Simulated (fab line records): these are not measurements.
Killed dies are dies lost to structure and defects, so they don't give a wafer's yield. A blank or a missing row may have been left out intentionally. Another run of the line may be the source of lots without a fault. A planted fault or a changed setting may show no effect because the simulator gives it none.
Matching of chambers / flow n5 finfet / N5_BEOL_M8_ILD_DEP_00 on pecvd-03: 3 sister chambers
The step deposits SiCOH lowk from DEMS/porogen, target thk 179.75 nm, time 33.4 s. 3 wafers are shown with their chamber, then 9 later ones without.

== WAFERS WITH THEIR CHAMBER ==
wafer=L085.2; chamber=1; throttle valve pct (%)=14.6
wafer=L085.5; chamber=0; throttle valve pct (%)=14.9
wafer=L085.6; chamber=2; throttle valve pct (%)=12.6

== WAFERS WHOSE CHAMBER IS MISSING ==
wafer=L093.2; throttle valve pct (%)=14.9
wafer=L093.3; throttle valve pct (%)=12.5
wafer=L093.4; throttle valve pct (%)=12.5
wafer=L095.1; throttle valve pct (%)=14.6
wafer=L095.4; throttle valve pct (%)=14.9
wafer=L095.5; throttle valve pct (%)=14.5
wafer=L096.1; throttle valve pct (%)=14.7
wafer=L096.2; throttle valve pct (%)=14.8
wafer=L096.4; throttle valve pct (%)=15.0

== WHICH CHAMBER EACH ONE RAN IN ==
wafer=L093.2; from the rows above=0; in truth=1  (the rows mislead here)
wafer=L093.3; from the rows above=2; in truth=2
wafer=L093.4; from the rows above=2; in truth=2
wafer=L095.1; from the rows above=1; in truth=1
wafer=L095.4; from the rows above=0; in truth=0
wafer=L095.5; from the rows above=1; in truth=1
wafer=L096.1; from the rows above=can't be placed: 1 or 0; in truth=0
wafer=L096.2; from the rows above=can't be placed: 0 or 1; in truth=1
wafer=L096.4; from the rows above=0; in truth=0
Correctly placed: 6 of 9. These rows do not allow placing 2 (true chamber among the candidates in 2). Placed wrongly: 1.
How it was worked out, from the rows above alone: a wafer's distance from a chamber is the root of the sum, over the readings, of the square of ((its reading less the chamber's mean) divided by the reading's scatter). The wafer belongs to the nearest chamber; if the next one is less than 2 further off, it can't be placed. Each chamber's mean is taken over the wafers shown for it. The scatter (one wafer shown for each chamber): square how far every hidden wafer sits from the nearest shown wafer, average those squares and take the square root.
